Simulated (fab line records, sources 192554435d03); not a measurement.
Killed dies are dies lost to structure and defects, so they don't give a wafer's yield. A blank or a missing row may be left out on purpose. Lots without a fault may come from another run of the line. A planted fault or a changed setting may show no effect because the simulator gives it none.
A struck lot beside a sound one | flow n5_finfet | 31 steps out of a route of 1938
Sound: wafers L599.1, L599.2, L599.4. Struck: wafer L610.1. (L610.3, L610.6 of the same lot were not struck and are left out.) The cause comes at the end.
At each step with rows: each side's tool, then ch and its chambers, then its first start. Under that, the readings that differ: sound wafers | struck wafers | difference of the means | sigmas: that difference in standard deviations of wafers without a fault.
alike: readings whose means differ by less than 2 such deviations, and words and numbers that are the same on both sides. not compared: withheld readings, readings that some wafer has no value for, bounds like >300 that may hide the same value, and numbers for which the record gives no deviation and whose values overlap.
The two part at a step that has a row with sigmas, a row that says differs or no value, or rows on one side only. Numbers that don't overlap but have no deviation are shown without sigmas and don't part them. A reading that every wafer of one side lacks parts them only if that side has two wafers or more.

first, 2 steps without rows for these wafers: N5_HKMG_FIN_STRIP_57 (strips in CF4); N5_HKMG_FIN_ETCH_58 (etches SOC in N2/H2, target depth 215.8 nm, time 741 s).
N5_HKMG_FIN_STRIP_93: strips SOC in N2/H2, time 20 s.
  sound on rie_diel-02 ch 0,1,2, day 5 16:37; struck on rie_diel-06 ch 1, day 8 05:40
  reading                | sound             | struck | difference | sigmas
  throttle_valve_pct (%) | 19.30 19.33 18.95 | 19.76  | +0.57      | +2
  alike: drypump_motor_current_A, oes_product_au, rf_vpp_V, showerhead_plenum_p_Torr
  not compared: rf_hours_counter_h
then, 1 step without rows for these wafers: N5_HKMG_FIN_WET_ETCH_76 (etches Al2O3 in dNH4OH, stops on La2O3, target depth 2.25 nm, rinse time 30 s).
N5_HKMG_FIN_STRIP_60: strips in N2/H2, time 360 s.
  sound on plasma_asher-01 ch 0,1, day 5 16:47; struck on plasma_asher-02 ch 0, day 8 05:49
  alike: drypump_motor_current_A, heater_power_w
  not compared: rf_hours_counter_h
then, 2 steps without rows for these wafers: N5_HKMG_FIN_WET_ETCH_77 (etches La2O3 in dHCl, stops on HfO2, target depth 2 nm); N5_HKMG_FIN_WET_ETCH_78 (etches Al2O3 in dNH4OH, stops on La2O3, target depth 4.5 nm, rinse time 30 s).
N5_HKMG_FIN_ALD_79: deposits TiN, target thk 1.5 nm, pulse time 1 s, purge time 3 s.
  sound on ald_metal-04 ch 1,2,3, day 5 17:16; struck on ald_metal-04 ch 3, day 8 06:19
  alike: heater_power_w, precursor_pulse_height_rel
then, 4 steps without rows for these wafers: N5_HKMG_FIN_CVD_62 (deposits a-Si from Si2H6, target thk 3 nm, time 20.8 s); N5_HKMG_FIN_RTA_80 (time 2 s); N5_HKMG_FIN_PRECLEAN_64 (cleans in dHF, time 30 s); N5_HKMG_FIN_WET_ETCH_65 (etches a-Si in TMAH, stops on TiN, time 49 s, target depth 3 nm).
N5_HKMG_FIN_WET_ETCH_81: etches TiN in SC1, stops on HfO2, time 57 s, target depth 6 nm.
  sound on wet_bench-03 ch 3,6,7, day 5 17:56; struck on wet_bench-05 ch 2,4,7, day 8 06:59
then, 2 steps without rows for these wafers: N5_HKMG_FIN_WET_ETCH_82 (etches La2O3 in dHCl, stops on HfO2, target depth 2 nm, rinse time 30 s); N5_HKMG_FIN_ALD_36 (deposits TiN, target thk 1 nm, pulse time 1 s, purge time 3 s).
N5_HKMG_FIN_THK_MEAS_70: measures by xrf.
  sound on film_metro-02, day 5 18:18; struck on film_metro-01, day 8 07:22
  alike: HK_THK
N5_HKMG_FIN_PWFM_ALD_03: deposits TiN, target thk 2 nm, pulse time 1 s, purge time 3 s.
  sound on ald_metal-01 ch 0,1,3, day 5 18:20; struck on ald_metal-01 ch 1, day 8 07:24
  alike: heater_power_w, precursor_pulse_height_rel
then, 8 steps without rows for these wafers: N5_HKMG_FIN_COAT_29 (time 60 s, resist thk 300 nm); N5_HKMG_FIN_COAT_30 (time 60 s, resist thk 35 nm); N5_HKMG_FIN_COAT_06 (resist thk 90 nm); N5_HKMG_FIN_EBR_08; N5_HKMG_FIN_SOFTBAKE_07 (time 60 s); N5_HKMG_FIN_EXPOSE_09 (exposes mask NWFM); N5_HKMG_FIN_PEB_10 (peb time 60 s); N5_HKMG_FIN_DEVELOP_11 (develop time 30 s).
N5_HKMG_FIN_CD_MEAS_12: target cd 92.8 nm.
  sound on cd_sem-01 ch 0, day 5 19:11; struck on cd_sem-02 ch 0, day 8 08:07
  alike: cd_nm
N5_HKMG_FIN_OVL_MEAS_13:
  sound on overlay-02 ch 0, day 5 19:13; struck on overlay-02 ch 0, day 8 08:08
  alike: NWFM_OVL
N5_HKMG_FIN_INSPECT_14: inspects for defects (macro).
  sound on defect_inspect-01, day 5 19:14; struck on defect_inspect-01, day 8 08:10
  reading          | sound | struck | difference | sigmas
  raw_defect_count | 4 2 4 | >300   | differs    |
N5_HKMG_FIN_DESCUM_17: chemistry O2, time 7.9 s.
  sound on rie_diel-05 ch 0,2, day 5 19:17; struck on rie_diel-02 ch 0, day 8 08:12
  reading                         | sound          | struck | difference | sigmas
  showerhead_plenum_p_Torr (Torr) | 2.03 2.14 2.14 | 1.99   | -0.11      | -2
  alike: drypump_motor_current_A, oes_product_au, rf_vpp_V, throttle_valve_pct
  not compared: rf_hours_counter_h
-- the record jumps here: 4 days lie between the struck wafers' starts before and after (it left off in module HKMG_FIN and takes up again in module BEOL_M4, whose first step shown is number 1111 of the route) --
N5_BEOL_M4_RC_MEAS_101:
  sound on prober-02 ch 0, day 9 12:49; struck on prober-01 ch 0, day 12 04:16
  alike: DIBL_N, DIBL_P, IOFF_N, IOFF_P, ION_N, ION_P, SS_N, SS_P, VT_N, VT_P
-- the record jumps here: 5 days lie between the struck wafers' starts before and after (it left off in module BEOL_M4 and takes up again in module PASSIVATION, whose first step shown is number 1936 of the route) --
N5_PASSIVATION_PROBE_49:
  the record has rows for the struck wafers here (prober-01, day 16 22:39) and none for the sound ones

WHERE THEY PART
First at N5_HKMG_FIN_STRIP_93; last, within this record, at N5_PASSIVATION_PROBE_49.

WHY: what the simulator had put in
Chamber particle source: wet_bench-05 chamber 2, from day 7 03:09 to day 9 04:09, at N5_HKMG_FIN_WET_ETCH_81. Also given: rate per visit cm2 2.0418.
